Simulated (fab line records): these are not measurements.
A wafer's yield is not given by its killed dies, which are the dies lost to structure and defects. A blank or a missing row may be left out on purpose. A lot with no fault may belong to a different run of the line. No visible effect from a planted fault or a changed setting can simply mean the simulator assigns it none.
fab line records -- flow n5Finfet
record: lots: 7, wafers: 39
route steps=1938 shown BEOL_M7@1308 BEOL_M8@1371
startH: hours from the record's first day to the start of the lot's first wafer shown -- waitH: time in hours since the lot's previous step -- " identical to the entry in the row above -- L1.1+2: a row that stands for several wafers -- - no value, or no start given -- * or withheld: withheld -- < > ~ a bound
route shown NAME@n: NAME is a module with steps in the file, n the number in the route of the first one -- usual: mean/standard deviation of fault-free wafers -- same: alike in all rows -- chamber/n: place in a boat -- sites: per-site readings -- _std_site: the standard deviation of these -- _edge_site: mean of outer sites minus mean of inner sites -- radiusMm: for every site, how far away it sits from the centre of the wafer -- mask NAME#n: copy n -- behind: the most recent tool/chamber to have shaped the wafer -- hold: the reason the lot was held/the length of the hold in hours/how it ended -- device: which transistor (n, p or np) failed to switch -- end of line: at the end of the route, the tests of the same wafers -- a step with no rows: only its recipe -- killed: the dies lost at the first sort to structure and to defects; this is not the yield of the wafer -- map: dies across one wafer; x = killed, . = not, _ = none there
set.NAME: the run value of the setting; set.NAME@STEP: its run value at that earlier step -- model.NAME: the simulator's own value behind a step, which no gauge read
lots where settings were altered on purpose, with a table for each step and a row for each wafer
== steps ==
step: N5_BEOL_M7_TRENCH_ETCH_37
recipe: chemistry: C4F6/O2, targetDepthA: 934.78, target: SiCOH_lowk, timeS: 31.2, ionEnergyEv: 250, pressureMtorr: 30, sourceW: 345, biasW: 185, Ar_flow_sccm: 300, C4F6_flow_sccm: 10, O2_flow_sccm: 10
lot.wafer,tool,chamber,startH,waitH,set.targetDepthA,model.etch.depthNm,model.BEOL_M7.featureDepthNm,model.TiN_of_BEOL_M7_HM_DEP_02.thkNm
L077.1,rieDiel-01,0,-,-,934.78,92.26,92.2,17.2
L077.2,rieDiel-01,1,-,-,392.4,37.83,37.8,18.8
L077.3,rieDiel-01,2,-,-,934.78,93.24,93.2,17.2
L077.4,rieDiel-01,3,-,-,392.4,38.35,38.4,18.8
L077.5,rieDiel-01,0,-,-,392.4,39.02,39,18.8
L077.6,rieDiel-01,1,-,-,934.78,90.86,90.8,17.4
L082.1,rieDiel-04,3,-,-,934.78,94.13,94.2,16.8
L082.2,rieDiel-04,0,-,-,934.78,94.57,94.6,17
L082.3,rieDiel-04,2,-,-,934.78,91.24,91.2,17
L082.4,rieDiel-04,2,-,-,934.78,91.65,91.6,17
L082.5,rieDiel-04,0,-,-,934.78,93.66,93.6,17
L082.6,rieDiel-04,3,-,-,934.78,93.58,93.6,17
L083.1,rieDiel-01,0,-,-,934.78,92.63,92.6,17.6
L083.2,rieDiel-01,3,-,-,934.78,91.16,91.2,17.4
L083.3,rieDiel-01,2,-,-,1128,111.9,111.8,17
L083.4,rieDiel-01,1,-,-,934.78,93.72,93.8,17.6
L083.5,rieDiel-01,3,-,-,1128,110.3,110.2,17.2
L083.6,rieDiel-01,2,-,-,1128,112.8,112.8,16.8
L087.1,rieDiel-01,0,-,-,934.78,92.4,92.4,17.2
L087.2,rieDiel-01,1,-,-,759,75.76,75.8,17.4
L087.3,rieDiel-01,2,-,-,934.78,91.9,91.8,17.4
L087.4,rieDiel-01,3,-,-,934.78,91.72,91.8,17.2
L087.5,rieDiel-01,1,-,-,759,76.04,76,17.8
L087.6,rieDiel-01,2,-,-,759,74.92,75,17.6
L088.1,rieDiel-02,2,-,-,382.7,38.04,38,18.8
L088.2,rieDiel-02,3,-,-,382.7,38.1,38.2,19
L088.3,rieDiel-02,1,-,-,934.78,92.89,92.8,17.2
L088.4,rieDiel-02,0,-,-,382.7,37.54,37.6,19
L088.5,rieDiel-02,2,-,-,934.78,93.51,93.6,17.2
L088.6,rieDiel-02,3,-,-,934.78,92.94,93,17.4
L094.1,rieDiel-04,2,-,-,934.78,90.9,91,17.4
L094.4,rieDiel-04,1,-,-,934.78,93.4,93.4,17.4
L094.5,rieDiel-04,2,-,-,934.78,90.74,90.8,17.4
L096.1,rieDiel-02,0,-,-,1248,124.8,124.8,16.4
L096.2,rieDiel-02,2,-,-,934.78,93.02,93,17.4
L096.3,rieDiel-02,1,-,-,1248,123.7,123.6,16.4
L096.4,rieDiel-02,3,-,-,934.78,91.48,91.4,17.4
L096.5,rieDiel-02,3,-,-,934.78,92.5,92.6,17.4
L096.6,rieDiel-02,2,-,-,1248,124.6,124.6,16.6
step: N5_BEOL_M7_ETCH_41
recipe: chemistry: CH3F/O2, target: SiCN, targetDepthA: 319, taperDeg: 2, timeS: 57.8, ionEnergyEv: 120, maskMaterial: TiN, pressureMtorr: 30, sourceW: 395, biasW: 75, Ar_flow_sccm: 150, CH3F_flow_sccm: 30, O2_flow_sccm: 20
step: N5_BEOL_M7_STRIP_80
recipe: chemistry: N2/H2, timeS: 10, powerW: 450, tempC: 40, pressureMtorr: 20, rfFrequencyHz: 6e+07, biasPowerW: 7, n2FlowSccm: 200, h2FlowSccm: 200
step: N5_BEOL_M7_OCD_MEAS_38
usual: trenchDepthNm: 92.8/1
lot.wafer,tool,chamber,startH,waitH,set.targetDepthA@BEOL_M7_TRENCH_ETCH_37,trenchDepthNm
L077.1,ocd-02,-,242.74,-,934.78,91.9
L077.2,ocd-02,-,242.74,-,392.4,37.9
L077.3,ocd-02,-,242.74,-,934.78,93.7
L077.4,ocd-02,-,242.74,-,392.4,38.4
L077.5,ocd-02,-,242.74,-,392.4,38.8
L077.6,ocd-02,-,242.74,-,934.78,90.9
L082.1,ocd-02,-,261.01,-,934.78,94.4
L082.2,ocd-02,-,261.01,-,934.78,95.0
L082.3,ocd-02,-,261.01,-,934.78,91.0
L082.4,ocd-02,-,261.01,-,934.78,92.0
L082.5,ocd-02,-,261.01,-,934.78,93.6
L082.6,ocd-02,-,261.01,-,934.78,93.3
L083.1,ocd-02,-,284.30,-,934.78,92.5
L083.2,ocd-02,-,284.30,-,934.78,91.1
L083.3,ocd-02,-,284.30,-,1128,111.5
L083.4,ocd-02,-,284.30,-,934.78,93.1
L083.5,ocd-02,-,284.30,-,1128,110.4
L083.6,ocd-02,-,284.30,-,1128,112.5
L087.1,ocd-02,-,315.07,-,934.78,92.8
L087.2,ocd-02,-,315.07,-,759,75.8
L087.3,ocd-02,-,315.07,-,934.78,91.9
L087.4,ocd-02,-,315.07,-,934.78,91.6
L087.5,ocd-02,-,315.07,-,759,75.9
L087.6,ocd-02,-,315.07,-,759,75.2
L088.1,ocd-02,-,336.56,-,382.7,37.8
L088.2,ocd-02,-,336.56,-,382.7,37.6
L088.3,ocd-02,-,336.56,-,934.78,93.0
L088.4,ocd-02,-,336.56,-,382.7,37.0
L088.5,ocd-02,-,336.56,-,934.78,93.0
L088.6,ocd-02,-,336.56,-,934.78,93.1
L094.1,ocd-01,-,362.68,-,934.78,90.8
L094.4,ocd-01,-,362.68,-,934.78,93.9
L094.5,ocd-01,-,362.68,-,934.78,90.9
L096.1,ocd-02,-,395.01,-,1248,125.0
L096.2,ocd-02,-,395.01,-,934.78,93.4
L096.3,ocd-02,-,395.01,-,1248,123.9
L096.4,ocd-02,-,395.01,-,934.78,91.4
L096.5,ocd-02,-,395.01,-,934.78,92.5
L096.6,ocd-02,-,395.01,-,1248,124.4
step: N5_BEOL_M7_HM_STRIP_39
recipe: chemistry: peroxideTinStrip, material: TiN, targetDepthA: 250, tempC: 50, timeS: 158
step: N5_BEOL_M7_SRD_40
recipe: timeS: 30, tempC: 23, rinseLiquid: diw, dry: ipaMarangoni
step: N5_BEOL_M7_ECD_50
recipe: material: Cu, targetThkA: 3000
step: N5_BEOL_M7_ANNEAL_51
recipe: tempC: 225, timeS: 90, ambient: N2
step: N5_BEOL_M7_CMP_52
recipe: stopOn: SiCOH_lowk, tOverpolishS: 6.9, downForcePsi: 1, platenRpm: 50, clearingPlatenDownForcePsi: 1.5, clearingPlatenRpm: 50, postCmpClean: cuAlkaline, targetThkNm: 80, clearingPlatenPadVelocityMS: 0.99484, padVelocityMS: 0.99484
lot.wafer,tool,chamber,startH,waitH,set.targetDepthA@BEOL_M7_TRENCH_ETCH_37,model.Cu_of_BEOL_M7_ECD_50.thkNm
L077.2,cmp-01,3,245.29,0.2,392.4,22.2
L077.1,cmp-01,0,245.29,0.2,934.78,77
L077.3,cmp-01,1,245.29,0.2,934.78,79
L077.4,cmp-01,2,245.29,0.2,392.4,24.2
L077.5,cmp-01,3,245.29,0.2,392.4,25.2
L077.6,cmp-01,0,245.29,0.2,934.78,76.6
L082.3,cmp-03,2,263.34,0.2,934.78,77.4
L082.1,cmp-03,3,263.34,0.2,934.78,81.4
L082.4,cmp-03,0,263.34,0.2,934.78,78.6
L082.2,cmp-03,1,263.34,0.2,934.78,80
L082.5+6,cmp-03,"2,3",263.34,0.2,934.78,80.4
L083.4,cmp-02,2,287.66,0.1,934.78,79.2
L083.2,cmp-02,3,287.66,0.1,934.78,76.8
L083.1,cmp-02,0,287.66,0.1,934.78,78.6
L083.3,cmp-02,1,287.66,0.1,1128,97.2
L083.5,cmp-02,2,287.66,0.1,1128,95.8
L083.6,cmp-02,3,287.66,0.1,1128,98.6
L087.3,cmp-01,1,318.50,0.2,934.78,76.6
L087.1,cmp-01,2,318.50,0.2,934.78,79.2
L087.4,cmp-01,3,318.50,0.2,934.78,77.6
L087.2,cmp-01,0,318.50,0.2,759,61.8
L087.6,cmp-01,1,318.50,0.2,759,60.6
L087.5,cmp-01,2,318.50,0.2,759,62.6
L088.2,cmp-01,0,338.42,0.2,382.7,25.2
L088.1,cmp-01,1,338.42,0.2,382.7,24
L088.3,cmp-01,2,338.42,0.2,934.78,78.8
L088.4,cmp-01,3,338.42,0.2,382.7,22.4
L088.5,cmp-01,0,338.42,0.2,934.78,80.4
L088.6,cmp-01,1,338.42,0.2,934.78,78.4
L094.1,cmp-01,2,366.66,0.3,934.78,77.2
L094.4,cmp-01,0,366.66,0.3,934.78,79.2
L094.5,cmp-01,3,366.66,0.3,934.78,76.8
L096.3,cmp-03,3,398.81,0.2,1248,108.4
L096.4,cmp-03,0,398.81,0.2,934.78,76
L096.2+5,cmp-03,"1,3",398.81,0.2,934.78,79
L096.1,cmp-03,2,398.81,0.2,1248,109.8
L096.6,cmp-03,0,398.81,0.2,1248,110.4
step: N5_BEOL_M7_THK_MEAS_53
recipe: thkMeasGauge: xrf, reads: Cu_of_BEOL_M7_ECD_50
usual: M7_THK: 79.2/1.6
lot.wafer,tool,chamber,startH,waitH,set.targetDepthA@BEOL_M7_TRENCH_ETCH_37,M7_THK[nm]
L077.1,filmMetro-02,-,245.58,-,934.78,77.0
L077.2,filmMetro-02,-,245.58,-,392.4,22.0
L077.3,filmMetro-02,-,245.58,-,934.78,79.4
L077.4,filmMetro-02,-,245.58,-,392.4,24.1
L077.5,filmMetro-02,-,245.58,-,392.4,25.0
L077.6,filmMetro-02,-,245.58,-,934.78,76.6
L082.1,filmMetro-01,-,263.63,-,934.78,81.4
L082.2,filmMetro-01,-,263.63,-,934.78,80.2
L082.3,filmMetro-01,-,263.63,-,934.78,78.0
L082.4,filmMetro-01,-,263.63,-,934.78,78.8
L082.5,filmMetro-01,-,263.63,-,934.78,80.7
L082.6,filmMetro-01,-,263.63,-,934.78,80.5
L083.1,filmMetro-01,-,287.96,-,934.78,78.3
L083.2,filmMetro-01,-,287.96,-,934.78,76.5
L083.3,filmMetro-01,-,287.96,-,1128,96.8
L083.4,filmMetro-01,-,287.96,-,934.78,78.3
L083.5,filmMetro-01,-,287.96,-,1128,94.9
L083.6,filmMetro-01,-,287.96,-,1128,97.5
L087.1,filmMetro-01,-,318.79,-,934.78,79.9
L087.2,filmMetro-01,-,318.79,-,759,62.4
L087.3,filmMetro-01,-,318.79,-,934.78,76.9
L087.4,filmMetro-01,-,318.79,-,934.78,77.9
L087.5,filmMetro-01,-,318.79,-,759,63.3
L087.6,filmMetro-01,-,318.79,-,759,61.1
L088.1,filmMetro-01,-,338.71,-,382.7,23.9
L088.2,filmMetro-01,-,338.71,-,382.7,25.2
L088.3,filmMetro-01,-,338.71,-,934.78,78.4
L088.4,filmMetro-01,-,338.71,-,382.7,22.4
L088.5,filmMetro-01,-,338.71,-,934.78,80.3
L088.6,filmMetro-01,-,338.71,-,934.78,78.0
L094.1,filmMetro-01,-,366.95,-,934.78,77.6
L094.4,filmMetro-01,-,366.95,-,934.78,80.0
L094.5,filmMetro-01,-,366.95,-,934.78,77.3
L096.1,filmMetro-02,-,399.11,-,1248,110.1
L096.2,filmMetro-02,-,399.11,-,934.78,79.4
L096.3,filmMetro-02,-,399.11,-,1248,108.8
L096.4,filmMetro-02,-,399.11,-,934.78,76.3
L096.5,filmMetro-02,-,399.11,-,934.78,79.0
L096.6,filmMetro-02,-,399.11,-,1248,110.1
step: N5_BEOL_M7_PRE_CLEAN_55
recipe: gas: NH3, timeS: 15, tempC: withheld, rfPowerW: 300
step: N5_BEOL_M7_DEP_56
recipe: material: SiCN, targetThkA: 100, tempC: withheld, precursor: 3MS/NH3, pressureTorr: 3, rfW: 202, timeS: 17.5
step: N5_BEOL_M7_RS_MEAS_57
recipe: thkMeasGauge: four-point-probe, reads: Cu_of_BEOL_M7_ECD_50+Co_of_BEOL_M7_CVD_78+TaN_of_BEOL_M7_ALD_77
usual: M7_RS: 0.290/0.0061
lot.wafer,tool,chamber,startH,waitH,set.targetDepthA@BEOL_M7_TRENCH_ETCH_37,M7_RS[ohm/sq]
L077.1,filmMetro-02,-,245.72,0.1,934.78,0.299
L077.2,filmMetro-02,-,245.72,0.1,392.4,1.487
L077.3,filmMetro-02,-,245.72,0.1,934.78,0.290
L077.4,filmMetro-02,-,245.72,0.1,392.4,1.313
L077.5,filmMetro-02,-,245.72,0.1,392.4,1.250
L077.6,filmMetro-02,-,245.72,0.1,934.78,0.301
L082.1,filmMetro-02,-,263.76,0.1,934.78,0.280
L082.2,filmMetro-02,-,263.76,0.1,934.78,0.285
L082.3,filmMetro-02,-,263.76,0.1,934.78,0.297
L082.4,filmMetro-02,-,263.76,0.1,934.78,0.292
L082.5,filmMetro-02,-,263.76,0.1,934.78,0.283
L082.6,filmMetro-02,-,263.76,0.1,934.78,0.284
L083.1,filmMetro-02,-,288.09,0.1,934.78,0.291
L083.2,filmMetro-02,-,288.09,0.1,934.78,0.299
L083.3,filmMetro-02,-,288.09,0.1,1128,0.227
L083.4,filmMetro-02,-,288.09,0.1,934.78,0.289
L083.5,filmMetro-02,-,288.09,0.1,1128,0.232
L083.6,filmMetro-02,-,288.09,0.1,1128,0.224
L087.1,filmMetro-02,-,318.92,0.1,934.78,0.288
L087.2,filmMetro-02,-,318.92,0.1,759,0.389
L087.3,filmMetro-02,-,318.92,0.1,934.78,0.301
L087.4,filmMetro-02,-,318.92,0.1,934.78,0.296
L087.5,filmMetro-02,-,318.92,0.1,759,0.382
L087.6,filmMetro-02,-,318.92,0.1,759,0.399
L088.1,filmMetro-01,-,338.84,0.1,382.7,1.334
L088.2,filmMetro-01,-,338.84,0.1,382.7,1.243
L088.3,filmMetro-01,-,338.84,0.1,934.78,0.291
L088.4,filmMetro-01,-,338.84,0.1,382.7,1.464
L088.5,filmMetro-01,-,338.84,0.1,934.78,0.285
L088.6,filmMetro-01,-,338.84,0.1,934.78,0.293
L094.1,filmMetro-01,-,367.11,0.1,934.78,0.298
L094.4,filmMetro-01,-,367.11,0.1,934.78,0.289
L094.5,filmMetro-01,-,367.11,0.1,934.78,0.301
L096.1,filmMetro-01,-,399.24,0.1,1248,0.199
L096.2,filmMetro-01,-,399.24,0.1,934.78,0.290
L096.3,filmMetro-01,-,399.24,0.1,1248,0.201
L096.4,filmMetro-01,-,399.24,0.1,934.78,0.304
L096.5,filmMetro-01,-,399.24,0.1,934.78,0.290
L096.6,filmMetro-01,-,399.24,0.1,1248,0.197
step: N5_BEOL_M8_ETCH_66
recipe: chemistry: N2/H2, target: SOC, targetDepthA: 800, overetchA: 160, maskMaterial: SiARC, tempC: 40, timeS: 120, ionEnergyEv: 200, pressureMtorr: 30, sourceW: 840, biasW: 150, n2FlowSccm: 200, h2FlowSccm: 200
lot.wafer,tool,chamber,startH,waitH,set.targetDepthA,model.SiARC_of_BEOL_M8_COAT_64.thkNm,model.BEOL_M8.cdNm
L077.1,rieDiel-03,2,258.37,0.0,800,6.4,40
L077.2,rieDiel-03,0,258.37,0.0,800,6.6,39.8
L077.3,rieDiel-03,3,258.37,0.0,1014,5.2,40.4
L077.4,rieDiel-03,1,258.37,0.0,800,6.4,40.2
L077.5,rieDiel-03,1,258.37,0.0,1014,5.2,40.6
L077.6,rieDiel-03,2,258.37,0.0,1014,5.4,40.6
L082.1,rieDiel-03,2,268.68,0.0,800,6.6,40.2
L082.2+3,rieDiel-03,"3,1",268.68,0.0,800,6.4,40
L082.4,rieDiel-03,0,268.68,0.0,800,6.6,39.8
L082.5,rieDiel-03,1,268.68,0.0,800,6.4,40.2
L082.6,rieDiel-03,0,268.68,0.0,800,6.6,40
L083.1,rieDiel-06,0,295.95,0.0,800,6.6,39.6
L083.2,rieDiel-06,3,295.95,0.0,338,9,38.8
L083.3+6,rieDiel-06,1,295.95,0.0,800,6.4,39.8
L083.4,rieDiel-06,0,295.95,0.0,338,9.2,38.4
L083.5,rieDiel-06,3,295.95,0.0,338,9,38.6
L087.1+3,rieDiel-03,"3,2",322.43,0.0,800,6.6,40
L087.2,rieDiel-03,1,322.43,0.0,800,6.4,40.2
L087.4,rieDiel-03,1,322.43,0.0,800,6.4,40
L087.5+6,rieDiel-03,"3,2",322.43,0.0,800,6.6,39.8
L088.1,rieDiel-03,0,343.36,0.0,800,6.6,40
L088.2+6,rieDiel-03,"3,2",343.36,0.0,1196,4.2,41
L088.3,rieDiel-03,1,343.36,0.0,1196,4,41
L088.4,rieDiel-03,2,343.36,0.0,800,6.6,39.8
L088.5,rieDiel-03,1,343.36,0.0,800,6.4,39.8
L094.1,rieDiel-05,2,371.56,0.0,800,6.2,39.8
L094.4,rieDiel-05,0,371.56,0.0,800,6.6,39.6
L094.5,rieDiel-05,3,371.56,0.0,800,6.4,39.8
L096.1+6,rieDiel-06,"2,1",404.79,0.0,800,6.4,39.6
L096.2+3+4+5,rieDiel-06,"0,3,1,0",404.79,0.0,800,6.4,39.8
step: N5_BEOL_M8_STRIP_69
recipe: chemistry: N2/H2, tempC: 40, n2FlowSccm: 200, h2FlowSccm: 200, rfFrequencyHz: 6e+07
step: N5_BEOL_M8_STRIP_73
recipe: chemistry: N2/H2, tempC: 40, n2FlowSccm: 200, h2FlowSccm: 200, rfFrequencyHz: 6e+07
step: N5_BEOL_M8_VIA_ETCH_34
recipe: chemistry: C4F6/O2, target: SiCOH_lowk, targetDepthA: 1255, maskMaterial: SOC, taperDeg: 4, timeS: 50.5, ionEnergyEv: 250, pressureMtorr: 30, sourceW: 345, biasW: 185, Ar_flow_sccm: 300, C4F6_flow_sccm: 10, O2_flow_sccm: 10
lot.wafer,tool,chamber,startH,waitH,set.targetDepthA@BEOL_M8_ETCH_66,model.BEOL_M8.cdNm
L077.1,rieDiel-03,2,258.47,0.0,800,40
L077.2,rieDiel-03,0,258.47,0.0,800,39.8
L077.3,rieDiel-03,3,258.47,0.0,1014,40.4
L077.4,rieDiel-03,1,258.47,0.0,800,40.2
L077.5+6,rieDiel-03,"1,2",258.47,0.0,1014,40.6
L082.1+5+6,rieDiel-03,"2,1,0",268.78,0.0,800,40.2
L082.2,rieDiel-03,3,268.78,0.0,800,39.8
L082.3+4,rieDiel-03,"1,0",268.78,0.0,800,40
L083.1+6,rieDiel-06,"0,1",296.05,0.0,800,39.6
L083.2,rieDiel-06,3,296.05,0.0,338,39
L083.3,rieDiel-06,1,296.05,0.0,800,39.8
L083.4,rieDiel-06,0,296.05,0.0,338,38.4
L083.5,rieDiel-06,3,296.05,0.0,338,38.8
L087.1+5+6,rieDiel-03,"3,3,2",322.53,0.0,800,39.8
L087.2,rieDiel-03,1,322.53,0.0,800,40.2
L087.3+4,rieDiel-03,"2,1",322.53,0.0,800,40
L088.1,rieDiel-03,0,343.46,0.0,800,40
L088.2+6,rieDiel-03,"3,2",343.46,0.0,1196,40.8
L088.3,rieDiel-03,1,343.46,0.0,1196,41
L088.4,rieDiel-03,2,343.46,0.0,800,39.6
L088.5,rieDiel-03,1,343.46,0.0,800,39.8
L094.1+5,rieDiel-05,"2,3",371.66,0.0,800,39.8
L094.4,rieDiel-05,0,371.66,0.0,800,39.6
L096.1+2+4+5+6,rieDiel-06,"2,0,1,0,1",404.89,0.0,800,39.8
L096.3,rieDiel-06,3,404.89,0.0,800,40
== key ==
split: step: N5_BEOL_M7_TRENCH_ETCH_37, setting: targetDepthA, stated: 934.78, by: wafer
response: step: N5_BEOL_M7_TRENCH_ETCH_37, reading: model.etch.depthNm, change: +0.931, per: 1%, r: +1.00
response: step: N5_BEOL_M7_TRENCH_ETCH_37, reading: model.BEOL_M7.featureDepthNm, change: +0.93, per: 1%, r: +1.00
response: step: N5_BEOL_M7_TRENCH_ETCH_37, reading: model.TiN_of_BEOL_M7_HM_DEP_02.thkNm, change: -0.0269, per: 1%, r: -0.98
response: step: N5_BEOL_M7_OCD_MEAS_38, reading: trenchDepthNm, change: +0.935, per: 1%, r: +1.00
response: step: N5_BEOL_M7_CMP_52, reading: model.Cu_of_BEOL_M7_ECD_50.thkNm, change: +0.929, per: 1%, r: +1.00
response: step: N5_BEOL_M7_THK_MEAS_53, reading: M7_THK, change: +0.928, per: 1%, r: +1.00
response: step: N5_BEOL_M7_RS_MEAS_57, reading: M7_RS, change: -0.0148, per: 1%, r: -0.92
split: step: N5_BEOL_M8_ETCH_66, setting: targetDepthA, stated: 800, by: wafer
response: step: N5_BEOL_M8_ETCH_66, reading: model.SiARC_of_BEOL_M8_COAT_64.thkNm, change: -0.0463, per: 1%, r: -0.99
response: step: N5_BEOL_M8_ETCH_66, reading: model.BEOL_M8.cdNm, change: +0.0209, per: 1%, r: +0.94
response: step: N5_BEOL_M8_VIA_ETCH_34, reading: model.BEOL_M8.cdNm, change: +0.0186, per: 1%, r: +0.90
